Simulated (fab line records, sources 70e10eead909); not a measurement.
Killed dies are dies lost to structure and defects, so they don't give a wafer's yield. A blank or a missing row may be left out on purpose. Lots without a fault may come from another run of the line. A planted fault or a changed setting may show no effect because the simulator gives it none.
A struck lot beside a sound one | flow nand_harc | 14 steps out of a route of 1159
Sound: wafers L406.2, L406.4, L406.5. Struck: wafers L424.1, L424.2, L424.4. The cause comes at the end.
At each step with rows: each side's tool, then ch and its chambers, then its first start. Under that, the readings that differ: sound wafers | struck wafers | difference of the means | sigmas: that difference in standard deviations of wafers without a fault.
alike: readings whose means differ by less than 2 such deviations, and words and numbers that are the same on both sides. not compared: withheld readings, readings that some wafer has no value for, bounds like >300 that may hide the same value, and numbers for which the record gives no deviation and whose values overlap.
The two part at a step that has a row with sigmas, a row that says differs or no value, or rows on one side only. Numbers that don't overlap but have no deviation are shown without sigmas and don't part them. A reading that every wafer of one side lacks parts them only if that side has two wafers or more.

first, 4 steps without rows for these wafers: NHARC_P_ZERO_WELL_EBR_48; NHARC_P_ZERO_WELL_EXPOSE_49 (exposes mask P HVPW, target cd 2000 nm); NHARC_P_ZERO_WELL_PEB_50 (peb time 85 s); NHARC_P_ZERO_WELL_DEVELOP_51 (time 70 s).
NHARC_P_ZERO_WELL_CD_MEAS_52: target cd 2000 nm.
  sound on cd_sem-01 ch 0, day 2 05:40; struck on cd_sem-01 ch 0, day 6 17:47
  alike: cd_nm
then, 1 step without rows for these wafers: NHARC_P_ZERO_WELL_HARDBAKE_53 (time 80 s).
NHARC_P_ZERO_WELL_DESCUM_54: chemistry O2, time 3 s.
  sound on rie_diel-01 ch 0,2,3, day 2 05:51; struck on rie_diel-01 ch 0,2,3, day 6 17:57
  alike: drypump_motor_current_A, o2_flow_sccm, oes_product_au, rf_vpp_V, showerhead_plenum_p_Torr, throttle_valve_pct
  not compared: rf_hours_counter_h
then, 5 steps without rows for these wafers: NHARC_P_ZERO_WELL_IMPLANT_55; NHARC_P_ZERO_WELL_IMPLANT_61; NHARC_P_ZERO_WELL_STRIP_56 (strips in SPM, time 840 s); NHARC_P_ZERO_WELL_PRECLEAN_68 (cleans in SC1, time 60 s); NHARC_P_ZERO_WELL_SRD_69.
NHARC_P_ZERO_WELL_RTA_42: time 300 s.
  sound on rtp_anneal-02 ch 0, day 2 06:55; struck on rtp_anneal-01, day 6 18:58
  no value came back on the struck wafers for anneal_temp_c_max, lamp_power_pct (%), lamp_zone_6_pct (%), wafer_temp_C_max; on the sound wafers anneal_temp_c_max reads 1104.8 1102.9 1104.7
NHARC_P_ZERO_WELL_INSPECT_43:
  sound on defect_inspect-01, day 2 07:29; struck on defect_inspect-02, day 6 19:38
  alike: raw_defect_count

WHERE THEY PART
Only at NHARC_P_ZERO_WELL_RTA_42, within this record. Later steps at which nothing parts them and some readings are alike: NHARC_P_ZERO_WELL_INSPECT_43.

WHY: what the simulator had put in
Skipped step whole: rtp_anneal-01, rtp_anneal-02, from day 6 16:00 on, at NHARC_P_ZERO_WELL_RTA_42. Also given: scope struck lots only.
